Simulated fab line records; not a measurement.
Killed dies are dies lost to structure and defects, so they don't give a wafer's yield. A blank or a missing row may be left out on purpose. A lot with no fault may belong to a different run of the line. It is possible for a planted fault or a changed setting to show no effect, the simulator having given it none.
Matching of chambers + flow nandHarc + NHARC_P_M1_DESCUM_14 on rieDiel-12 has 4 sister chambers
The step chemistry O2, time 3 s. 4 wafers are shown with their chamber, then 8 later ones without.

## WAFERS PAIRED WITH THEIR CHAMBERS
| wafer  | chamber | drypumpMotorCurrentA (A) |
|--------|---------|--------------------------|
| L082.5 | 2       | 5.2                      |
| L092.3 | 1       | 5.0                      |
| L092.5 | 0       | 6.3                      |
| L095.2 | 3       | 5.4                      |

## WAFERS MISSING THEIR CHAMBER
| wafer  | drypumpMotorCurrentA (A) |
|--------|--------------------------|
| L095.4 | 5.0                      |
| L095.6 | 4.9                      |
| L094.1 | 6.3                      |
| L094.2 | 5.4                      |
| L094.5 | 6.3                      |
| L096.1 | 5.4                      |
| L096.2 | 6.3                      |
| L096.3 | 5.2                      |

## CHAMBER TAKEN BY EACH
| wafer  | from the rows above | in truth |
|--------|---------------------|----------|
| L095.4 | 1                   | 1        |
| L095.6 | 1                   | 1        |
| L094.1 | 0                   | 0        |
| L094.2 | 3                   | 3        |
| L094.5 | 0                   | 0        |
| L096.1 | 3                   | 3        |
| L096.2 | 0                   | 0        |
| L096.3 | 2                   | 2        |
Correctly placed: 8 of 8. Left unplaced by these rows: 0. Number placed wrongly: 0.
How it was worked out, from the rows above alone: a wafer's distance from a chamber is the root of the sum, over the readings, of the square of ((its reading less the chamber's mean) divided by the reading's scatter). The wafer belongs to the nearest chamber; if the next one is less than 2 further off, it can't be placed. For every chamber, the mean is computed from those of its wafers that are shown. The scatter: root of mean squared gap, hidden wafer to nearest shown wafer, with one shown wafer a chamber.
